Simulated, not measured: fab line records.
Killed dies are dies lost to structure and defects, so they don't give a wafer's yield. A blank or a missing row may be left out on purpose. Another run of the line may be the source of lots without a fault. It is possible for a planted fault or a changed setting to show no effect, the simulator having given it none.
Chamber matching ; flow nand-harc ; NHARC_P_STI_ETCH_31 on rie-diel-08: 4 sister chambers
The step etches the open film in CF4/CHF3, target depth 108.9 nm, time 54.5 s. 14 wafers are shown with their chamber, then 7 later ones without.

## WAFERS, EACH WITH ITS CHAMBER
wafer;chamber;rf-vpp-V (V);drypump-motor-current-A (A);oes-product-au (a.u.)
L492.3;2;371.1;5.2;0.985
L492.4;0;375.2;5.9;0.964
L492.5;1;374.2;5.5;0.971
L495.1;0;373.9;5.8;0.978
L495.2;1;373.6;5.5;0.964
L495.4;3;368.1;5.6;0.937
L497.2;1;374.6;5.6;0.973
L497.3;2;372.7;5.2;0.984
L497.5;3;368.0;5.6;0.967
L508.2;2;372.9;5.3;0.966
L508.3;0;374.6;5.8;0.983
L508.6;0;374.9;5.9;0.982
L509.1;1;374.6;5.6;0.960
L509.3;2;371.4;5.3;0.982

SIGNATURES (averages over the wafers above)
reading;chamber 0;chamber 1;chamber 2;chamber 3;scatter within a chamber
rf-vpp-V;374.650;374.250;372.025;368.050;0.638
drypump-motor-current-A;5.850;5.550;5.250;5.600;0.0548
oes-product-au;0.97675;0.96700;0.97925;0.95200;0.0101
Rule: for each reading, subtract the chamber's mean from the wafer's reading, divide by that reading's scatter and square the result; add these up over the readings and take the root, which gives the wafer's distance from the chamber. The wafer belongs to the nearest chamber; if the next one is less than 2 further off, it can't be placed. The scatter: take each reading less its chamber's mean, square it, sum over the shown wafers, divide by the number of wafers less the number of chambers, and take the root.

## WAFERS WHOSE CHAMBER IS MISSING
wafer;rf-vpp-V (V);drypump-motor-current-A (A);oes-product-au (a.u.)
L509.4;374.5;5.9;0.969
L512.2;371.2;5.3;0.931
L512.3;374.1;5.5;0.920
L512.6;373.6;5.5;0.929
L513.2;373.7;5.8;0.973
L513.3;372.0;5.3;0.973
L513.6;372.8;5.9;0.977

## CHAMBER TAKEN BY EACH
wafer;from the rows above;in truth
L509.4;0;0
L512.2;2;2
L512.3;1;1
L512.6;1;1
L513.2;0;0
L513.3;2;2
L513.6;0;0
7 of 7 placed correctly. From these rows, 0 cannot be placed. Wrongly placed: 0.
